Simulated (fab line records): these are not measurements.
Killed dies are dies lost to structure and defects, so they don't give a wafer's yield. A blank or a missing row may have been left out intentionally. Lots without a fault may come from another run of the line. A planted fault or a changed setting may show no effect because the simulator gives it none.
Struck lot and sound lot, side by side + flow n5Finfet + 43 steps out of a route of 1938
Sound: the wafers L366.2, L366.4, L366.5. Struck: wafers L369.2, L369.4. The cause is named last.
At each step with rows: each side's tool, then ch and its chambers, then its first start. Under that, the readings that differ: sound wafers + struck wafers + difference of the means + sigmas: that difference in standard deviations of wafers without a fault.
alike: a reading whose means differ by less than 2 such deviations, as well as words and numbers matching on both sides. not compared: withheld readings; readings where some wafer has no value; bounds like >300 that might hide an equal value; numbers whose values overlap and for which the record gives no deviation.
Wherever a step has rows on one side only, a row that says differs or no value, or a row with sigmas, the two part there. When numbers do not overlap yet have no deviation, they are printed without sigmas and do not part them. A reading missing from all wafers of one side parts the sides only when that side holds two or more wafers.

first, 3 steps without rows for these wafers: N5_SD_EPI_P_STRIP_38 (strips in N2/H2); N5_SD_EPI_P_ETCHBACK_46 (etches SiNx in CH3F/O2, stops on SiO2, target depth 17.5 nm); N5_SD_EPI_P_ETCH_47 (etches SiOCN in CH3F/O2, target depth 25 nm).
N5_SD_EPI_P_ETCH_16: etches SiO2 in CHF3/O2, target depth 5 nm.
  sound on rieDiel-03 ch 1,2,3, day 4 22:44; struck on rieDiel-03 ch 0,3, day 5 10:32
  alike: drypumpMotorCurrentA, oesProductAu, rfVppV, showerheadPlenumPTorr, throttleValvePct
  not compared: rfHoursCounterH
then, 8 steps without rows for these wafers: N5_SD_EPI_P_STRIP_50 (strips in CHF3/O2); N5_SD_EPI_P_SD_RECESS_17 (chemistry HBr/Cl2/O2, target depth 39.1 nm, bt time 3 s); N5_SD_EPI_P_WET_ETCH_45 (etches SiO2 in dHF, time 10.7 s, target depth 2 nm, rinse time 30 s); N5_SD_EPI_P_STRIP_40 (strips in N2/H2); N5_SD_EPI_P_PRECLEAN_52 (cleans in O3/DIW, time 60 s); N5_SD_EPI_P_SRD_20 (time 30 s); N5_SD_EPI_P_PRECLEAN_51 (cleans in NF3:NH3, afs cycles 1, time 20 s, sublimation time 60 s); N5_SD_EPI_P_VAPOR_ETCH_44 (etches SiGe30 in NF3/Ar, time 3.3 s).
N5_SD_EPI_P_EPI_21: deposits SiGe:B, time 355 s.
  sound on epiRpcvd-03 ch 0, day 4 23:50; struck on epiRpcvd-04 ch 0, day 5 11:38
| reading                                    | sound          | struck        | difference | sigmas |
|--------------------------------------------|----------------|---------------|------------|--------|
| epiGrowthTimeS (s)                         | 355 355 355    | 637.92 637.92 | +282.92    |        |
| model.SiGe-B_of_SD_EPI_P_EPI_21.thkNm (nm) | 60.6 60.4 59.8 | 90.4 88.6     | +29.2      |        |
N5_SD_EPI_P_EPI_MEAS_23:
  struck on filmMetro-01, day 5 13:28; sound on filmMetro-01, day 5 01:40
| reading    | sound          | struck    | difference | sigmas |
|------------|----------------|-----------|------------|--------|
| thkNm (nm) | 63.7 60.2 60.6 | 91.9 89.5 | +29.2      | +24    |
then, 6 steps without rows for these wafers: N5_SD_EPI_P_HM_STRIP_48 (strips SiNx in H3PO4, material SiNx, target depth 3 nm); N5_SD_EPI_P_SRD_49 (time 30 s); N5_SD_EPI_P_PRECLEAN_24 (cleans in O3/DIW, time 45 s); N5_SD_EPI_P_PRECLEAN_32 (cleans in dHF, time 10 s); N5_SD_EPI_P_PRECLEAN_33 (cleans in SC2, time 45 s); N5_SD_EPI_P_SRD_25 (time 30 s).
N5_SD_EPI_P_INSPECT_26: inspects for defects (darkfield).
  struck on defectInspect-01, day 5 13:39; sound on defectInspect-01, day 5 01:50
  alike: rawDefectCount
then, 1 step without rows for these wafers: N5_SD_ACTIVATION_RTA_00 (time 0 s).
N5_SD_ACTIVATION_LSA_01: time 0.0008 s.
  sound on laserAnneal-01 ch 0, day 5 02:06; struck on laserAnneal-02 ch 0, day 5 13:55
  alike: wafer_temp_C_max
N5_SD_ACTIVATION_RS_MEAS_03: measurement is done with a four-point probe.
  struck on filmMetro-02, day 5 14:07; sound on filmMetro-02, day 5 02:17
| reading          | sound          | struck    | difference | sigmas |
|------------------|----------------|-----------|------------|--------|
| RS_SD_P (ohm/sq) | 55.1 55.5 55.9 | 38.1 38.3 | -17.3      | -18    |
  alike: RS_SD_N
N5_SD_ACTIVATION_INSPECT_02: inspects for defects (darkfield).
  struck on defectInspect-02, day 5 14:25; sound on defectInspect-01, day 5 02:35
  alike: rawDefectCount
then, 4 steps without rows for these wafers: N5_ILD0_LINER_00 (material SiNx, target thk 4 nm, pulse time 1 s, purge time 2 s); N5_ILD0_FCVD_FILL_01 (material SiO2 flowable, target thk 200 nm, time 328.3 s); N5_ILD0_CURE_02 (time 1800 s); N5_ILD0_CMP_03 (polishes, stops on SiNx, t overpolish 1.9 s, target thk 197.38 nm).
N5_ILD0_THK_MEAS_04:
  struck on filmMetro-01, day 5 17:10; sound on filmMetro-02, day 5 05:37
  alike: thkNm
N5_ILD0_CMP_07: polishes SiO2 flowable, stops on poly-Si, t overpolish 1.18 s, target thk 138.88 nm.
  sound on cmp-04 ch 0,1,2, day 5 05:41; struck on cmp-03 ch 0,2, day 5 17:14
  alike: motorCurrentA, slurryFlowMlMin
  not compared: padLifeWafers
N5_ILD0_THK_MEAS_08:
  struck on filmMetro-01, day 5 17:29; sound on filmMetro-02, day 5 05:56
  alike: thkNm
then, 1 step without rows for these wafers: N5_ILD0_PRECLEAN_10 (cleans in NF3:NH3, afs cycles 5, time 20 s, sublimation time 60 s).
N5_ILD0_ALD_15: deposits SiNx, target thk 24 nm, pulse time 1 s, ald cycles 480.
  sound on aldSin-02 ch 0,2,3, day 5 06:40; struck on aldSin-03 ch 0,3, day 5 18:13
  alike: heaterPowerW, precursorPulseHeightRel
  not compared: sinceWetCleanH
N5_ILD0_CMP_12: polishes SiNx, stops on poly-Si, t overpolish 6 s, target thk 17.67 nm.
  sound on cmp-03 ch 1,3, day 5 08:52; struck on cmp-04 ch 0,3, day 5 20:25
  alike: motorCurrentA, overpolishRunS, slurryFlowMlMin, timeToEndpointS
  not compared: padLifeWafers
N5_ILD0_THK_MEAS_13:
  struck on filmMetro-02, day 5 20:42; sound on filmMetro-02, day 5 09:09
  alike: thkNm
N5_ILD0_INSPECT_06: inspects for defects (darkfield).
  struck on defectInspect-01, day 5 20:44; sound on defectInspect-01, day 5 09:11
  alike: rawDefectCount
then, 4 steps without rows for these wafers: N5_SDB_HM_DEP_00 (deposits SiNx from SiH4/NH3/N2, target thk 40 nm, time 35.3 s); N5_SDB_COAT_03 (time 60 s, resist thk 100 nm); N5_SDB_COAT_04 (time 60 s, resist thk 18 nm); N5_SDB_COAT_05 (resist thk 90 nm).
N5_MOL_CONTACT_COAG_ETCH_110: etches Si in CF4/O2, target depth 2.5 nm, time 8 s.
  sound on rieDiel-04 ch 1,3, day 6 09:20; struck on rieDiel-02 ch 1,2, day 6 20:49
| reading                                    | sound                | struck       | difference | sigmas |
|--------------------------------------------|----------------------|--------------|------------|--------|
| cf4FlowSccm (sccm)                         | 100.34 100.66 100.47 | 100.10 99.51 | -0.68      | -2     |
| model.SiGe-B_of_SD_EPI_P_EPI_21.thkNm (nm) | 57.8 57.6 57         | 86.2 84.2    | +27.7      |        |
  alike: drypumpMotorCurrentA, oesProductAu, rfVppV, showerheadPlenumPTorr, throttleValvePct
  not compared: rfHoursCounterH
-- a jump in the record: the struck wafers' starts before and after are 4 days apart (it breaks off in module MOL_CONTACT_COAG and resumes in module BEOL_M4, where the first step shown is number 1111 of the route) --
N5_BEOL_M4_RC_MEAS_101:
  sound on prober-01 ch 0, day 10 17:23; struck on prober-01 ch 0, day 10 21:52
| reading          | sound          | struck    | difference | sigmas |
|------------------|----------------|-----------|------------|--------|
| IOFF_P (nA/um)   | 0.18 0.21 0.20 | 0.35 0.31 | +0.13      | +3     |
| ION_P (uA/um)    | 455 456 456    | 485 485   | +29        | +3     |
| RS_SD_P (ohm/sq) | 64.5 64.8 65.4 | 44.5 45.7 | -19.8      | -20    |
| VT_P (mV)        | -251 -250 -251 | -238 -240 | +12        | +3     |
  alike: DIBL_N, DIBL_P, IOFF_N, ION_N, SS_N, SS_P, VT_N

WHERE THEY PART
Earliest at N5_SD_EPI_P_EPI_MEAS_23; latest, in this record, at N5_BEOL_M4_RC_MEAS_101.

WHY: whatever the simulator had introduced
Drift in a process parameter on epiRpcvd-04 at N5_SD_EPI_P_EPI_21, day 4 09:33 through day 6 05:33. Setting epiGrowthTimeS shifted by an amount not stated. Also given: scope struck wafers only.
